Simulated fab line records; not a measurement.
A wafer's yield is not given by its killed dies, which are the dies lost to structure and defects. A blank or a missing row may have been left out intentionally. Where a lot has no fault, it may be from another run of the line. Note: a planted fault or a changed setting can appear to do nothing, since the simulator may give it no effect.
Struck lot and sound lot, side by side || flow n5Finfet || 36 steps out of a route of 1938
Sound: these wafers, L160.1, L160.3, L160.5. Struck: wafers L162.2, L162.5. (L162.1 of the same lot was not struck and is left out.) The cause comes at the end.
For every step that has rows: the tool of each side, followed by ch and its chambers, followed by its first start. Under that, the readings that differ: sound wafers || struck wafers || difference of the means || sigmas: that difference in standard deviations of wafers without a fault.
alike: a reading whose means differ by less than 2 such deviations, as well as words and numbers matching on both sides. not compared: withheld readings; readings where some wafer has no value; bounds like >300 that might hide an equal value; numbers whose values overlap and for which the record gives no deviation.
Wherever a step has rows on one side only, a row that says differs or no value, or a row with sigmas, the two part there. Numbers that don't overlap but have no deviation are shown without sigmas and don't part them. A reading missing from all wafers of one side parts the sides only when that side holds two or more wafers.

first, 9 steps without rows for these wafers: N5_BEOL_M5_ANNEAL_89 (time 1800 s); N5_BEOL_M5_SPUTTER_90 (material Cu, target thk 4.5 nm, time 8.29 s); N5_BEOL_M5_ECD_50 (material Cu, target thk 300 nm); N5_BEOL_M5_ANNEAL_51 (time 90 s); N5_BEOL_M5_CMP_52 (polishes, stops on SiCOH lowk, t overpolish 6.9 s, target thk 62 nm); N5_BEOL_M5_PRE_CLEAN_77 (time 15 s); N5_BEOL_M5_CO_CAP_78 (material Co, precursor CCTBA/H2, target thk 2 nm, time 102.1 s); N5_BEOL_M5_PRE_CLEAN_55 (time 15 s); N5_BEOL_M5_DEP_56 (deposits SiCN from 3MS/NH3, target thk 8 nm, time 14 s).
N5_BEOL_M6_ILD_DEP_00: deposits SiCOH lowk from DEMS/porogen, target thk 179.75 nm, time 33.4 s.
  sound on pecvd-03 ch 1, day 11 10:23; struck on pecvd-03 ch 1,2, day 12 10:56
{"reading": "model.SiCOH_lowk_of_BEOL_M6_ILD_DEP_00.thkNm (nm)", "sound": "173.6 179.8 178.8", "struck": "187 190.6", "difference": "+11", "sigmas": ""}
  alike: heaterPowerOuterW, heaterPowerW, showerheadPlenumPTorr, throttleValvePct
then, 1 step without rows for these wafers: N5_BEOL_M6_CURE_74 (cures SiCOH lowk, time 240 s).
N5_BEOL_M6_THK_MEAS_01:
  sound: filmMetro-01 at day 11 10:59; struck: filmMetro-01 at day 12 11:59
{"reading": "M6_ILD_THK (nm)", "sound": "149.5 155.0 154.0", "struck": "161.2 164.3", "difference": "+9.9", "sigmas": "+6"}
then, 23 steps without rows for these wafers: N5_BEOL_M6_PECVD_70 (deposits SiO2 from TEOS/O2, target thk 20 nm, time 22.7 s); N5_BEOL_M6_HM_DEP_02 (deposits TiN, target thk 20 nm); N5_BEOL_M6_COAT_59 (time 60 s, resist thk 100 nm); N5_BEOL_M6_COAT_60 (time 60 s, resist thk 35 nm); N5_BEOL_M6_COAT_05 (resist thk 90 nm); N5_BEOL_M6_EBR_07; N5_BEOL_M6_SOFTBAKE_06 (time 60 s); N5_BEOL_M6_EXPOSE_08 (exposes mask M6); N5_BEOL_M6_PEB_09 (peb time 60 s); N5_BEOL_M6_DEVELOP_10 (develop time 30 s); N5_BEOL_M6_DESCUM_16 (chemistry O2, time 7.9 s); N5_BEOL_M6_ETCH_61 (etches SiARC in CF4, target depth 45.5 nm, time 75.8 s); N5_BEOL_M6_ETCH_62 (etches SOC in N2/H2, target depth 110 nm, overetch 22 nm, time 165 s); N5_BEOL_M6_STRIP_68 (strips in N2/H2); N5_BEOL_M6_STRIP_67 (strips in CF4); N5_BEOL_M6_HM_OPEN_17 (chemistry Cl2/BCl3, target TiN, target depth 20 nm, overetch 6 nm); N5_BEOL_M6_STRIP_19 (strips in O2); N5_BEOL_M6_COAT_63 (time 60 s, resist thk 60 nm); N5_BEOL_M6_COAT_64 (time 60 s, resist thk 12 nm); N5_BEOL_M6_COAT_71 (time 60 s, resist thk 5 nm); N5_BEOL_M6_COAT_22 (resist thk 30 nm); N5_BEOL_M6_EBR_24; N5_BEOL_M6_SOFTBAKE_23 (time 60 s).
N5_BEOL_M6_CMP_52: polishes, stops on SiCOH lowk, t overpolish 6.9 s, target thk 80 nm.
  sound on cmp-02 ch 0,1,2, day 11 16:57; struck on cmp-03 ch 0,1, day 13 00:59
{"reading": "model.SiCOH_lowk_of_BEOL_M6_ILD_DEP_00.thkNm (nm)", "sound": "146.6 152 151.2", "struck": "158.2 161.4", "difference": "+9.9", "sigmas": ""}
  alike: barrierFieldEndpointS, clearingPlatenRpm, motorCurrentA, overpolishRunS, slurryFilterDpKPa, timeToEndpointS

== WHERE THEY PART ==
Only at N5_BEOL_M6_THK_MEAS_01, as far as this record shows. Later steps at which nothing parts them and some readings are alike: N5_BEOL_M6_CMP_52.

WHY: what the simulator had put in
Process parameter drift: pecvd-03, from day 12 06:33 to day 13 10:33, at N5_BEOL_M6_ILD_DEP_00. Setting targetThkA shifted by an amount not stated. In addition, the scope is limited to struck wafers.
